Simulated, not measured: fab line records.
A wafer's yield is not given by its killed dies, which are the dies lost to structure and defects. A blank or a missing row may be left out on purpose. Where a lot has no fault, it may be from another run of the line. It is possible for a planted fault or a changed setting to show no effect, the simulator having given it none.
Comparing a struck lot with a sound one / flow nand harc / 15 steps out of a route of 1159
Sound: these wafers, L155.2, L155.3, L155.5. Struck: wafer L152.5 (left out: L152.1, a lot-mate that was not struck); the cause follows at the end.
At each step with rows: each side's tool, then ch and its chambers, then its first start. Under that, the readings that differ: sound wafers / struck wafers / difference of the means / sigmas: that difference in standard deviations of wafers without a fault.
alike: a reading whose means differ by less than 2 such deviations, as well as words and numbers matching on both sides. not compared: withheld readings; readings where some wafer has no value; bounds like >300 that might hide an equal value; numbers whose values overlap and for which the record gives no deviation.
A row with sigmas, a row that says differs or no value, or rows on one side alone: a step with any of these is where the two part. Numbers that have no deviation but don't overlap get no sigmas and don't part them. A reading that every wafer of one side lacks parts them only if that side has two wafers or more.

first, 1 step without rows for these wafers: NHARC_A_ONON_D1_DEP_00 (target thk 1000 nm).
NHARC_A_ONON_D1_THK_MEAS_02: measures by ellipsometry.
  sound on film metro-01 at day 12 14:29; struck on film metro-02 at day 11 15:25
reading=thk nm (nm); sound=984 983 984; struck=1012; difference=+28; sigmas=+3
following that, 1 step holds no rows for these wafers, namely NHARC_A_ONON_D1_DEP_03 (target thickness 1000 nm).
NHARC_A_ONON_D1_THK_MEAS_05: measures by ellipsometry.
  sound on film metro-01 at day 12 15:03; struck on film metro-01 at day 11 15:59
  alike: thk nm
following that, 1 step holds no rows for these wafers, namely NHARC_A_ONON_D1_DEP_06 (target thickness 1000 nm).
NHARC_A_ONON_D1_THK_MEAS_08: measures by ellipsometry.
  sound on film metro-01 at day 12 15:37; struck on film metro-02 at day 11 16:33
reading=thk nm (nm); sound=1006 1006 1006; struck=987; difference=-19; sigmas=-2
following that, 1 step holds no rows for these wafers, namely NHARC_A_ONON_D1_DEP_09 (target thickness 1000 nm).
NHARC_A_ONON_D1_THK_MEAS_11: measures by ellipsometry.
  sound on film metro-01 at day 12 16:11; struck on film metro-01 at day 11 17:07
  alike: thk nm
following that, 1 step holds no rows for these wafers, namely NHARC_A_ONON_D1_DEP_12 (target thickness 1000 nm).
NHARC_A_ONON_D1_THK_MEAS_14: measures by ellipsometry.
  sound on film metro-02 at day 12 16:45; struck on film metro-01 at day 11 17:41
  alike: thk nm
then, 1 step without rows for these wafers: NHARC_A_ONON_D1_ANNEAL_15 (time 3600 s).
NHARC_A_ONON_D1_DEP_16: target thk 1000 nm.
  sound on pecvd onon-03 ch 0, day 13 00:13; struck on pecvd onon-02 ch 0, day 12 00:16
reading=susceptor temp C (C); sound=399.80 399.92 399.71; struck=400.37; difference=+0.56; sigmas=+3
NHARC_A_ONON_D1_THK_MEAS_18: measures by ellipsometry.
  sound on film metro-02 at day 13 00:40; struck on film metro-01 at day 12 00:47
reading=thk nm (nm); sound=993 994 993; struck=450; difference=-543; sigmas=-56
following that, 1 step holds no rows for these wafers, namely NHARC_A_ONON_D1_DEP_19 (target thickness 1000 nm).
-- jump in the record: it breaks off in module A_ONON_D1 and resumes in module END (first step shown: number 1159 of the route), and 12 days separate the struck wafers' starts before and after --
NHARC_END_SORT_01:
  at this point the record logs the struck wafers (prober-02 ch 0, day 24 02:43) and has no rows for the sound ones

WHERE THEY PART
Last at NHARC_END_SORT_01 as far as this record goes, first at NHARC_A_ONON_D1_THK_MEAS_02.

WHY: what the simulator had put in
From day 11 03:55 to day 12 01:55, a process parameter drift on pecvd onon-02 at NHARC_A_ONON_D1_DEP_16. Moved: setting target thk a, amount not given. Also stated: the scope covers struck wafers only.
